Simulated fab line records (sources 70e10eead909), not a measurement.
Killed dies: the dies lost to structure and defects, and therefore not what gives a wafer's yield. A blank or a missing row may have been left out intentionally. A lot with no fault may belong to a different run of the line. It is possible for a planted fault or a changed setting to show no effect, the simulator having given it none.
Chamber matching + flow nand_harc + rie_diel-05 running NHARC_A_STAIRCASE_TRIM_20: 4 sister chambers
The step chemistry O2, time 211.2 s. 18 wafers are shown with their chamber, then 9 later ones without.

## EACH WAFER AND ITS CHAMBER
| wafer  | chamber | showerhead_plenum_p_Torr (Torr) | drypump_motor_current_A (A) | rf_vpp_V (V) |
|--------|---------|---------------------------------|-----------------------------|--------------|
| L078.1 | 1       | 3.61                            | 4.9                         | 58.6         |
| L078.2 | 0       | 3.35                            | 6.0                         | 56.8         |
| L078.3 | 3       | 3.62                            | 5.3                         | 58.0         |
| L080.1 | 3       | 3.62                            | 5.3                         | 58.8         |
| L080.2 | 1       | 3.61                            | 4.9                         | 58.0         |
| L080.5 | 0       | 3.35                            | 6.0                         | 58.9         |
| L079.2 | 1       | 3.61                            | 4.9                         | 59.4         |
| L079.4 | 2       | 3.30                            | 5.8                         | 57.5         |
| L079.5 | 1       | 3.61                            | 4.9                         | 59.5         |
| L082.1 | 3       | 3.61                            | 5.2                         | 57.3         |
| L082.2 | 2       | 3.29                            | 5.7                         | 57.7         |
| L082.6 | 3       | 3.61                            | 5.3                         | 57.4         |
| L087.2 | 2       | 3.28                            | 5.7                         | 58.0         |
| L087.3 | 3       | 3.60                            | 5.2                         | 57.5         |
| L087.5 | 2       | 3.28                            | 5.8                         | 57.8         |
| L089.1 | 1       | 3.59                            | 4.9                         | 58.7         |
| L089.5 | 3       | 3.60                            | 5.3                         | 58.1         |
| L089.6 | 2       | 3.28                            | 5.8                         | 57.4         |

SIGNATURES, as means of the wafers listed above
| reading                  | chamber 0 | chamber 1 | chamber 2 | chamber 3 | scatter within a chamber |
|--------------------------|-----------|-----------|-----------|-----------|--------------------------|
| showerhead_plenum_p_Torr | 3.3500    | 3.6060    | 3.2860    | 3.6100    | 0.00862                  |
| drypump_motor_current_A  | 6.000     | 4.900     | 5.760     | 5.267     | 0.0425                   |
| rf_vpp_V                 | 57.850    | 58.840    | 57.680    | 57.850    | 0.631                    |
Rule: a wafer lies at a distance from a chamber equal to the root of the sum of squares, over the readings, of (its reading less the chamber's mean, divided by the reading's scatter). If the next closest chamber is less than 2 further off than the closest, the wafer can't be placed; otherwise it belongs to the closest. The scatter: the root of (the sum of the squares of (reading less its chamber's mean) over the shown wafers, divided by (wafers less chambers)).

## WAFERS WHOSE CHAMBER IS MISSING
| wafer  | showerhead_plenum_p_Torr (Torr) | drypump_motor_current_A (A) | rf_vpp_V (V) |
|--------|---------------------------------|-----------------------------|--------------|
| L094.2 | 3.58                            | 4.9                         | 57.2         |
| L094.4 | 3.32                            | 6.0                         | 57.9         |
| L094.5 | 3.27                            | 5.7                         | 56.6         |
| L096.1 | 3.58                            | 5.3                         | 57.7         |
| L096.2 | 3.32                            | 6.0                         | 57.5         |
| L096.3 | 3.57                            | 4.9                         | 57.7         |
| L096.4 | 3.27                            | 5.7                         | 57.6         |
| L096.5 | 3.32                            | 6.0                         | 57.0         |
| L096.6 | 3.57                            | 4.9                         | 58.2         |

## THE CHAMBER EACH PASSED THROUGH
| wafer  | from the rows above | in truth |
|--------|---------------------|----------|
| L094.2 | 1                   | 1        |
| L094.4 | 0                   | 0        |
| L094.5 | 2                   | 2        |
| L096.1 | 3                   | 3        |
| L096.2 | 0                   | 0        |
| L096.3 | 1                   | 1        |
| L096.4 | 2                   | 2        |
| L096.5 | 0                   | 0        |
| L096.6 | 1                   | 1        |
Correct placement for 9 of the 9. Left unplaced by these rows: 0. Placed wrongly: 0.
